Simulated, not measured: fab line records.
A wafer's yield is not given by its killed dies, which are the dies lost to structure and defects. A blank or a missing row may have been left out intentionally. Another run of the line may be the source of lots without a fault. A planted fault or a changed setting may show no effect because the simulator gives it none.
Lot-split experiment ; flow n5 finfet ; route with 1938 steps; 7 lots, 21 wafers read

## ON THE SPLIT
At N5_BEOL_M10_ETCH_62 (etches SOC in N2/H2, target depth 110 nm, overetch 22 nm, time 165 s), the setting time s was moved away from the recipe's 165 s on 8 of the 21 wafers read, by -21.0% to +17.8%. The other wafers ran this setting at the recipe's value.

The reading is taken at the split's own step.

## THE READING
SiARC_of_BEOL_M10_COAT_60.thk nm (the simulator's own value, which no gauge read), in nm, at N5_BEOL_M10_ETCH_62 (etches SOC in N2/H2, target depth 110 nm, overetch 22 nm, time 165 s). The file does not state a usual value for it. The 13 wafers here that ran the recipe average 23.8 nm, standard deviation 0.19 nm.

wafer;tool, chamber at the split;time s as run, s;against the recipe;SiARC_of_BEOL_M10_COAT_60.thk nm, nm;against lot-mates on the recipe
L074.2;rie diel-04, 0;165;recipe;23.8;-
L074.3;rie diel-04, 2;177;+7.3%;23.4;-0.4
L074.5;rie diel-04, 3;177;+7.3%;23.2;-0.6
L075.3;rie diel-02, 3;165;recipe;24.2;-
L075.4;rie diel-02, 1;165;recipe;23.8;-
L075.5;rie diel-02, 3;165;recipe;24;-
L078.1;rie diel-04, 3;176.6;+7.0%;23.2;-0.6
L078.3;rie diel-04, 2;165;recipe;24;-
L078.4;rie diel-04, 3;165;recipe;23.6;-
L080.1;rie diel-04, 3;194.3;+17.8%;22.4;-1.2
L080.4;rie diel-04, 0;165;recipe;23.6;-
L080.6;rie diel-04, 3;194.3;+17.8%;22.6;-1.0
L086.3;rie diel-05, 1;138.5;-16.1%;24.8;+1.0
L086.5;rie diel-05, 0;138.5;-16.1%;24.6;+0.8
L086.6;rie diel-05, 1;165;recipe;23.8;-
L091.1;rie diel-04, 2;165;recipe;23.8;-
L091.2;rie diel-04, 0;130.4;-21.0%;25;+1.3
L091.4;rie diel-04, 0;165;recipe;23.6;-
L097.1;rie diel-04, 2;165;recipe;24;-
L097.3;rie diel-04, 0,1;165;recipe;23.6;-
L097.5;rie diel-04, 0,1;165;recipe;23.6;-
Where a row lists several chambers, the file gives one row for several wafers and doesn't say which wafer went through which chamber.

FIT RESULTS
A straight line over all 21 wafers: SiARC_of_BEOL_M10_COAT_60.thk nm changes by -0.0641 nm for each +1% of time s; r = -0.96; the points scatter about the line by 0.18 nm.
The same after taking each lot's own level away (the mean of its wafers on the recipe; 21 wafers): -0.0612 nm for each +1%; r = -0.97; scatter 0.14 nm.
On that fit, the largest move of time s shifts the reading by 1.3 nm.
From 23.60 to 24.00 nm: that is the span of the lots' own levels, equal to 2.1 times the standard deviation above.
Hence the lot-to-lot level has little effect on the slope; both slopes agree.
Check: +1.25 nm against its lot-mates is what the line predicts for one of the wafers moved furthest among these (-21.0%) when that wafer is left out of the fit. It came out at +1.3 nm against them.

## ADDITIONAL SPLITS CARRIED BY THESE WAFERS
Before the reading, these wafers also passed through other splits. Each is held against what the fit with the lots' levels taken away leaves over:
other split on the same wafers;wafers away from the commonest value;r with SiARC_of_BEOL_M10_COAT_60.thk nm (lot level and that fit taken away)
N5_BEOL_M4_COAT_05 spin rpm;6;-0.24
N5_BEOL_M5_COAT_05 spin rpm;6;-0.23
N5_BEOL_M6_COAT_22 spin rpm;7;+0.08
N5_BEOL_M6_ETCH_66 bias w;9;-0.04
N5_BEOL_M7_COAT_71 spin rpm;8;-0.09
N5_BEOL_M7_ETCH_66 bias w;9;-0.33
N5_BEOL_M7_ETCH_41 source w;8;-0.22
N5_BEOL_M10_ILD_DEP_00 time s;4;+0.36

## FILE'S OWN FIT
SiARC_of_BEOL_M10_COAT_60.thk nm changes by -0.062 nm for each +1% of time s, r = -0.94.
